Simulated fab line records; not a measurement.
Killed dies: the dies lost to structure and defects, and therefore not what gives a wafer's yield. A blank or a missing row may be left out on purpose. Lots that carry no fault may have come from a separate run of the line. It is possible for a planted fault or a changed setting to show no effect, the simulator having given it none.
One fault seen from 3 desks	flow n5Finfet	only its own numbers are on each desk; what lay behind them is given at the end

## THE DEFECT DESK
Lot by lot, what the route's inspections counted, given as the mean of those sampled wafers with a number. A lot is out of limits, marked OUT, if its mean lies more than 4 standard deviations from the usual mean; the brackets give that distance.
Columns: A = rawDefectCount at N5_HKMG_FIN_INSPECT_28, usual 38
lot	first seen here	A
L225	day 7 03:03	23
L227	day 7 18:30	41
L232	day 8 18:14	27
L233	day 9 03:23	36
L234	day 9 09:38	41
L235	day 9 17:05	26
This desk's verdict: no lot among the 6 shows anything out of limits.

## THE TOOL OWNER'S DESK: rieDiel-04
The tool's own readings at N5_GATE_CUT_ETCH_58 (etches SiNx in CH3F/O2, target depth 17 nm, time 128.6 s): means of the sampled wafers that have a number, for each lot that ran on this tool. A lot is out of limits, marked OUT, if its mean lies more than 4 standard deviations from the usual mean; the brackets give that distance.
Columns: A = drypumpMotorCurrentA at N5_GATE_CUT_ETCH_58, usual 5.8 A; B = oesProductAu at N5_GATE_CUT_ETCH_58, usual 0.75 a.u.; C = rfFwdPowerW at N5_GATE_CUT_ETCH_58, usual 413.3 W; D = rfVppV at N5_GATE_CUT_ETCH_58, usual 99.1 V; E = showerheadPlenumPTorr at N5_GATE_CUT_ETCH_58, usual 2.00 Torr; F = throttleValvePct at N5_GATE_CUT_ETCH_58, usual 16.24 %
lot	first seen here	A	B	C	D	E	F
L227	day 7 18:56	5.4	0.72	413.7	99.1	2.01	16.33
L232	day 8 18:39	5.5	0.71	379.9 (-26) OUT	103.0 (+4.0) OUT	2.07	16.23
L233	day 9 03:43	5.5	0.71	380.0 (-26) OUT	103.0	2.07	16.23
This desk finds L232, L233 out of limits, L232 being first, at day 8 18:39 (rfFwdPowerW at N5_GATE_CUT_ETCH_58). L227 stayed within limits.

## FROM THE METROLOGY DESK
Means of the sampled wafers that have a number, per lot and without regard to the tool the lot ran on: this is what the gauges read. A lot is out of limits, marked OUT, if its mean lies more than 4 standard deviations from the usual mean; the brackets give that distance. Shown here are 7 of its 10 readings, the ones lying furthest out on some lot.
Columns: A = DIBL_N at N5_BEOL_M4_RC_MEAS_101, usual 37.0 mV/V; B = IOFF_N at N5_BEOL_M4_RC_MEAS_101, usual 0.17 nA/um; C = IOFF_P at N5_BEOL_M4_RC_MEAS_101, usual 0.23 nA/um; D = ION_N at N5_BEOL_M4_RC_MEAS_101, usual 675 uA/um; E = ION_P at N5_BEOL_M4_RC_MEAS_101, usual 460 uA/um; F = VT_N at N5_BEOL_M4_RC_MEAS_101, usual 249 mV; G = VT_P at N5_BEOL_M4_RC_MEAS_101, usual -250 mV
lot	first seen here	A	B	C	D	E	F	G
L225	day 10 19:34	37.7	0.17	0.21	668	456	250	-251
L227	day 11 11:02	37.1	0.23	0.29	688	472	242	-244
L232	day 12 22:52	32.6	0.12	0.15	663	451	253	-256
L233	day 13 01:14	39.6	0.21	0.26	692	465	247	-247
L234	day 13 13:47	34.8	0.13	0.17	667	457	254	-254
L235	day 13 20:37	38.3	0.16	0.21	658	449	251	-254
This desk's verdict: no lot among the 6 shows anything out of limits.

## TAKEN TOGETHER
An alarm could have come from the tool owner's desk at day 8 18:39, on L232, L233.
No out-of-limits result turned up at the defect desk.
Nothing out of limits was seen by the metrology desk.
The defect desk has L232, L233 on record, within its limits.
The metrology desk has L232, L233 on record, within its limits.
On rieDiel-04, each named lot ran N5_GATE_CUT_ETCH_58.

## WHAT THE SIMULATOR HAD PUT IN
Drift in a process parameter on rieDiel-04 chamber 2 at N5_GATE_CUT_ETCH_58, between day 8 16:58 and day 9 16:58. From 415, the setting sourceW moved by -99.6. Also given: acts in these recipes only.
Lots struck among those shown: L232, L233.
How many hours passed from the start of the fault until each desk's first out-of-limits reading: the tool owner's desk, 2.
